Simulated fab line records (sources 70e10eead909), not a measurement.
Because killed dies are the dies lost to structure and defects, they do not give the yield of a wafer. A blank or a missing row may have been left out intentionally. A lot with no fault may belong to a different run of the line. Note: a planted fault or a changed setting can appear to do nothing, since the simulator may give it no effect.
Which tool was responsible? :: flow nandHarc :: 6 lots with 18 wafers sampled at 4 steps, on a route of 1302 steps

## WHAT THE GAUGES READ, wafer by wafer
NHARC_A_CHANNEL_HOLE_D2_OVL_MEAS_11.
lot: L303
measured: day 14 00:49
on: overlay-01
overlayXNm (nm): -0.2 0.1 -0.5

lot: L306
measured: day 15 07:23
on: overlay-01
overlayXNm (nm): 0.2 0.5 -0.2

lot: L316
measured: day 19 03:14
on: overlay-01
overlayXNm (nm): 0.8 0.4 0.5

lot: L317
measured: day 20 04:02
on: overlay-01
overlayXNm (nm): -1.6 -1.2 -1.9

lot: L321
measured: day 21 23:58
on: overlay-01
overlayXNm (nm): -0.4 -0.9 -0.4

lot: L323
measured: day 22 22:17
on: overlay-01
overlayXNm (nm): 1.2 0.6 1.2

## TOOL THAT RAN EACH LOT (tool first, then ch and the chambers of the sampled wafers, then the start)
lot: L303
NHARC_A_DECK1_JOINT_ETCHBACK_00: rieSi-05 ch 0,2, day 12 04:41
NHARC_A_CHANNEL_HOLE_D2_DEP_00: aclDep-02 ch 0, day 13 22:04
NHARC_A_CHANNEL_HOLE_D2_SOFTBAKE_05: lithoTrack-04 ch 0, day 14 00:00

lot: L306
NHARC_A_DECK1_JOINT_ETCHBACK_00: rieSi-01 ch 2,3, day 13 13:00
NHARC_A_CHANNEL_HOLE_D2_DEP_00: aclDep-01 ch 0, day 15 04:52
NHARC_A_CHANNEL_HOLE_D2_SOFTBAKE_05: lithoTrack-04 ch 0, day 15 06:00

lot: L316
NHARC_A_DECK1_JOINT_ETCHBACK_00: rieSi-05 ch 0,1,2, day 17 05:04
NHARC_A_CHANNEL_HOLE_D2_DEP_00: aclDep-01 ch 0, day 19 01:08
NHARC_A_CHANNEL_HOLE_D2_SOFTBAKE_05: lithoTrack-01 ch 0, day 19 02:00

lot: L317
NHARC_A_DECK1_JOINT_ETCHBACK_00: rieSi-01 ch 0,2,3, day 18 16:13
NHARC_A_CHANNEL_HOLE_D2_DEP_00: aclDep-01 ch 0, day 20 01:17
NHARC_A_CHANNEL_HOLE_D2_SOFTBAKE_05: lithoTrack-04 ch 0, day 20 03:00

lot: L321
NHARC_A_DECK1_JOINT_ETCHBACK_00: rieSi-05 ch 0,2,3, day 20 05:20
NHARC_A_CHANNEL_HOLE_D2_DEP_00: aclDep-01 ch 0, day 21 21:09
NHARC_A_CHANNEL_HOLE_D2_SOFTBAKE_05: lithoTrack-04 ch 0, day 21 23:00

lot: L323
NHARC_A_DECK1_JOINT_ETCHBACK_00: rieSi-05 ch 1,2,3, day 20 18:53
NHARC_A_CHANNEL_HOLE_D2_DEP_00: aclDep-02 ch 0, day 22 19:50
NHARC_A_CHANNEL_HOLE_D2_SOFTBAKE_05: lithoTrack-01 ch 0, day 22 21:00
- NHARC_A_DECK1_JOINT_ETCHBACK_00: etches the open film in HBr, target depth 30 nm, time 17.4 s.
- NHARC_A_CHANNEL_HOLE_D2_DEP_00: deposits aC, target thk 3100 nm.
- NHARC_A_CHANNEL_HOLE_D2_SOFTBAKE_05: time 55 s.

## THE ANSWER, worked out from the rows above alone
Rule: the lots themselves supply what counts as usual. The widest of any qualifying gaps counts: lots, ordered by their means at a reading, are off when they make up no more than a third of the lots, leave a main group of 4 or more, and stand apart from it by 3 or more times the standard deviation of that group's means. A main group is skipped when, at the precision printed for the reading in the tables above, its means are all equal. A lot without any number at a reading at which 4 lots or more have one is off too. All remaining lots with rows at the step are treated as sound.
Across all readings shown, no lot is off: no conclusion can be drawn from this.

## WHAT THE SIMULATOR HAD INSERTED
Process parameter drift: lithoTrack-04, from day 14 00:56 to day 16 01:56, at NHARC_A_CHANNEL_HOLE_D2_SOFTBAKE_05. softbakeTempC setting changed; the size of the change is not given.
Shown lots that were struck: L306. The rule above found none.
